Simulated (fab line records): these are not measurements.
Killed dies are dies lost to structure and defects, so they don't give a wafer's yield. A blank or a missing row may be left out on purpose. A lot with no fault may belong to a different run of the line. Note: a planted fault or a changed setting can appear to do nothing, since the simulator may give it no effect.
Check for tools in common || flow nandHarc || 33 wafers sampled across 11 lots

## WHAT PROMPTED THE OPENING
On 2 of the 11 lots, a flag is raised at NHARC_P_ZERO_WELL_CD_MEAS_11 on the reading cdNm. Wafers without a fault read 499.8 nm, standard deviation 1.5.
Rule: a lot is flagged in two cases, either no wafer of it has a number, or all its wafers with numbers fall more than 4 standard deviations from that mean. As for the other lots, they are considered sound.

{"lot": "L824", "measured": "day 2 17:16", "on": "cdSem-03", "cdNm (nm), wafer by wafer": "499.1 499.5 499.9", "flag": ""}
{"lot": "L825", "measured": "day 3 03:37", "on": "cdSem-01", "cdNm (nm), wafer by wafer": "501.3 501.2 499.4", "flag": ""}
{"lot": "L831", "measured": "day 5 15:14", "on": "cdSem-02", "cdNm (nm), wafer by wafer": "436.9 437.9 436.3", "flag": "FLAGGED"}
{"lot": "L833", "measured": "day 6 11:19", "on": "cdSem-02", "cdNm (nm), wafer by wafer": "438.4 436.9 437.0", "flag": "FLAGGED"}
{"lot": "L836", "measured": "day 7 17:11", "on": "cdSem-03", "cdNm (nm), wafer by wafer": "499.4 501.0 499.4", "flag": ""}
{"lot": "L837", "measured": "day 8 03:14", "on": "cdSem-02", "cdNm (nm), wafer by wafer": "500.4 502.7 500.4", "flag": ""}
{"lot": "L839", "measured": "day 8 23:15", "on": "cdSem-01", "cdNm (nm), wafer by wafer": "499.0 501.5 501.8", "flag": ""}
{"lot": "L840", "measured": "day 9 09:14", "on": "cdSem-02", "cdNm (nm), wafer by wafer": "499.6 500.1 500.0", "flag": ""}
{"lot": "L841", "measured": "day 9 19:14", "on": "cdSem-02", "cdNm (nm), wafer by wafer": "501.9 499.2 501.1", "flag": ""}
{"lot": "L843", "measured": "day 10 15:14", "on": "cdSem-02", "cdNm (nm), wafer by wafer": "499.5 502.3 500.4", "flag": ""}
{"lot": "L844", "measured": "day 11 01:15", "on": "cdSem-01", "cdNm (nm), wafer by wafer": "498.8 498.2 499.8", "flag": ""}
The mean of the flagged lots' numbers is 437.2 nm, -62.6 nm from the usual (-42 standard deviations).

## TOOL THAT RAN EACH LOT
The record holds 1 process step before the reading, out of a route of 1302 steps. Cell contents, in order: the tool; ch with the chambers the sampled wafers went through; the start.
{"lot": "L824", "flag": "", "NHARC_P_ZERO_WELL_PEB_09": "lithoTrack-02 ch 0, day 2 17:10"}
{"lot": "L825", "flag": "", "NHARC_P_ZERO_WELL_PEB_09": "lithoTrack-02 ch 0, day 3 03:31"}
{"lot": "L831", "flag": "FLAGGED", "NHARC_P_ZERO_WELL_PEB_09": "lithoTrack-05 ch 0, day 5 15:10"}
{"lot": "L833", "flag": "FLAGGED", "NHARC_P_ZERO_WELL_PEB_09": "lithoTrack-05 ch 0, day 6 11:14"}
{"lot": "L836", "flag": "", "NHARC_P_ZERO_WELL_PEB_09": "lithoTrack-03 ch 0, day 7 17:05"}
{"lot": "L837", "flag": "", "NHARC_P_ZERO_WELL_PEB_09": "lithoTrack-03 ch 0, day 8 03:10"}
{"lot": "L839", "flag": "", "NHARC_P_ZERO_WELL_PEB_09": "lithoTrack-05 ch 0, day 8 23:10"}
{"lot": "L840", "flag": "", "NHARC_P_ZERO_WELL_PEB_09": "lithoTrack-05 ch 0, day 9 09:10"}
{"lot": "L841", "flag": "", "NHARC_P_ZERO_WELL_PEB_09": "lithoTrack-03 ch 0, day 9 19:09"}
{"lot": "L843", "flag": "", "NHARC_P_ZERO_WELL_PEB_09": "lithoTrack-05 ch 0, day 10 15:10"}
{"lot": "L844", "flag": "", "NHARC_P_ZERO_WELL_PEB_09": "lithoTrack-02 ch 0, day 11 01:10"}
These steps, and what they do:
- NHARC_P_ZERO_WELL_PEB_09: peb time 80 s.
- NHARC_P_ZERO_WELL_CD_MEAS_11: target cd 500 nm.

## FLAGGED AGAINST TOTAL, ONE TOOL AT A TIME (gauges that did the reading follow at the end)
{"step": "NHARC_P_ZERO_WELL_PEB_09", "tool": "lithoTrack-02", "lots run": 3, "flagged": 0, "share of the flagged lots": "none", "sound lots run after its first flagged lot": "-"}
{"step": "NHARC_P_ZERO_WELL_PEB_09", "tool": "lithoTrack-03", "lots run": 3, "flagged": 0, "share of the flagged lots": "none", "sound lots run after its first flagged lot": "-"}
{"step": "NHARC_P_ZERO_WELL_PEB_09", "tool": "lithoTrack-05", "lots run": 5, "flagged": 2, "share of the flagged lots": "all", "sound lots run after its first flagged lot": "3 (L839,L840,L843)"}
{"step": "NHARC_P_ZERO_WELL_CD_MEAS_11", "tool": "cdSem-01", "lots run": 3, "flagged": 0, "share of the flagged lots": "none", "sound lots run after its first flagged lot": "-"}
{"step": "NHARC_P_ZERO_WELL_CD_MEAS_11", "tool": "cdSem-02", "lots run": 6, "flagged": 2, "share of the flagged lots": "all", "sound lots run after its first flagged lot": "4 (L837,L840,L841,L843)"}
{"step": "NHARC_P_ZERO_WELL_CD_MEAS_11", "tool": "cdSem-03", "lots run": 2, "flagged": 0, "share of the flagged lots": "none", "sound lots run after its first flagged lot": "-"}

## THE TABLE: WHAT IT ALLOWS
Rows of the table that ran all the flagged lots, 2 in number: lithoTrack-05 at NHARC_P_ZERO_WELL_PEB_09; cdSem-02 at NHARC_P_ZERO_WELL_CD_MEAS_11.
- lithoTrack-05 at NHARC_P_ZERO_WELL_PEB_09 ran 5 lots, 2 of them flagged. After the first flagged lot (L839, L840, L843), sound lots still ran on it; a lasting fault on the whole tool would not permit that. Its own readings (heaterPowerTotalW, plateTempC) fall more than 4 standard deviations out on all wafers of the flagged lots.
- cdSem-02 at NHARC_P_ZERO_WELL_CD_MEAS_11 ran 6 lots, 2 of them flagged. After the first flagged lot (L837, L840, L841, L843), sound lots still ran on it; a lasting fault on the whole tool would not permit that.
None of the table's rows ran every flagged lot and, after the first, no sound lot.

## WHAT HAD BEEN PUT IN BY THE SIMULATOR
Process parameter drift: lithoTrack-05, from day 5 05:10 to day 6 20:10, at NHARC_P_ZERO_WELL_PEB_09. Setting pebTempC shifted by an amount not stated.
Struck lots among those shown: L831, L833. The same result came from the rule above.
